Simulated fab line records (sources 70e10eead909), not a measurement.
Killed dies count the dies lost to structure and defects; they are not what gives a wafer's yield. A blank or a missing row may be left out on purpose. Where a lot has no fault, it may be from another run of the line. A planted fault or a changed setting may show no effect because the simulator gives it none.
A struck lot beside a sound one -- flow nandHarc -- 15 steps out of a route of 1302
Sound: the wafers L596.2, L596.3, L596.6. Struck: wafer L589.5 (L589.2, L589.3, from the same lot, were not struck and are left out); the cause is given at the end.
Each step with rows lists, per side, the tool, then ch with its chambers, then its first start. Under that, the readings that differ: sound wafers -- struck wafers -- difference of the means -- sigmas: that difference in standard deviations of wafers without a fault.
alike: same words and numbers on both sides, and readings whose means sit less than 2 such deviations apart. not compared: any withheld reading, any reading some wafer has no value for, any bound like >300 that may hide the same value, and any number with overlapping values for which the record gives no deviation.
A row with sigmas, a row that says differs or no value, or rows on one side alone: a step with any of these is where the two part. Numbers that have no deviation but don't overlap get no sigmas and don't part them. A reading missing from all wafers of one side parts the sides only when that side holds two or more wafers.

NHARC_P_M2_INSPECT_11:
  sound on defectInspect-02, day 13 22:47; struck on defectInspect-01, day 11 00:54
  alike: rawDefectCount
NHARC_P_M2_DESCUM_14: chemistry O2, time 3 s.
  sound on rieDiel-10 ch 0,2,3, day 13 22:52; struck on rieDiel-09 ch 3, day 11 00:58
reading,sound,struck,difference,sigmas
throttleValvePct (%),11.302 11.306 11.285,11.338,+0.040,+4
  alike: chamberPressureMTorr, drypumpMotorCurrentA, oesProductAu, rfVppV, showerheadPlenumPTorr
  not compared: rfHoursCounterH
NHARC_P_M2_ETCH_35: etches the open film in N2/H2, target depth 40 nm, overetch 12 nm, time 43.94 s.
  sound on rieDiel-10 ch 0,1,3, day 13 22:56; struck on rieDiel-09 ch 3, day 11 01:04
  alike: chamberPressureMTorr, drypumpMotorCurrentA, oesProductAu, rfVppV, showerheadPlenumPTorr, throttleValvePct
  not compared: rfHoursCounterH
then, 1 step without rows for these wafers: NHARC_P_M2_ETCH_15 (etches the open film in C4F8/Ar, target depth 182.5 nm, time 91.2 s).
NHARC_P_M2_CD_MEAS_16:
  sound on cdSem-03, day 13 23:10; struck on cdSem-02, day 11 01:19
  alike: cdNm
then, 3 steps without rows for these wafers: NHARC_P_M2_STRIP_18 (strips in N2/H2); NHARC_P_M2_ETCH_28 (etches the open film in CF4/N2, target depth 30 nm, time 72.99 s); NHARC_P_M2_STRIP_19 (strips in post etch residue remover, time 600 s).
NHARC_P_M2_DEGAS_29: time 60 s.
  sound on pvdSputter-03, day 14 00:04; struck on pvdSputter-02, day 11 02:01
  alike: heaterPowerW
then, 1 step without rows for these wafers: NHARC_P_M2_PRE_CLEAN_30 (time 30 s).
NHARC_P_M2_PVD_20: deposits TaN, target thk 5 nm, time 8.06 s.
  sound on pvdSputter-03; struck on pvdSputter-02
  alike: chamberPressurePa, throttleValvePct
then, 1 step without rows for these wafers: NHARC_P_M2_PVD_21 (deposits Cu, target thk 30 nm, time 20.49 s).
NHARC_P_M2_ECD_22: material Cu, target thk 400 nm.
  sound on ecdCu-02 ch 0,1, day 14 00:29; struck on ecdCu-02 ch 0,1, day 11 02:26
NHARC_P_M2_ANNEAL_31: time 90 s.
  sound on rtpAnneal-02 ch 0, day 14 00:52; struck on rtpAnneal-01 ch 0, day 11 02:48
  alike: wafer_temp_C_max
NHARC_P_M2_CMP_23: polishes, t overpolish 20 s, target thk 144.3 nm.
  sound on cmp-01 ch 0,2, day 14 01:11; struck on cmp-04 ch 1, day 11 03:09
reading,sound,struck,difference,sigmas
timeToEndpointS (s),25.7 29.7 25.3,17.4,-9.5,-3
  alike: motorCurrentA

## WHERE THEY PART
Last at NHARC_P_M2_CMP_23 as far as this record goes, first at NHARC_P_M2_DESCUM_14.

WHY: what the simulator had put in
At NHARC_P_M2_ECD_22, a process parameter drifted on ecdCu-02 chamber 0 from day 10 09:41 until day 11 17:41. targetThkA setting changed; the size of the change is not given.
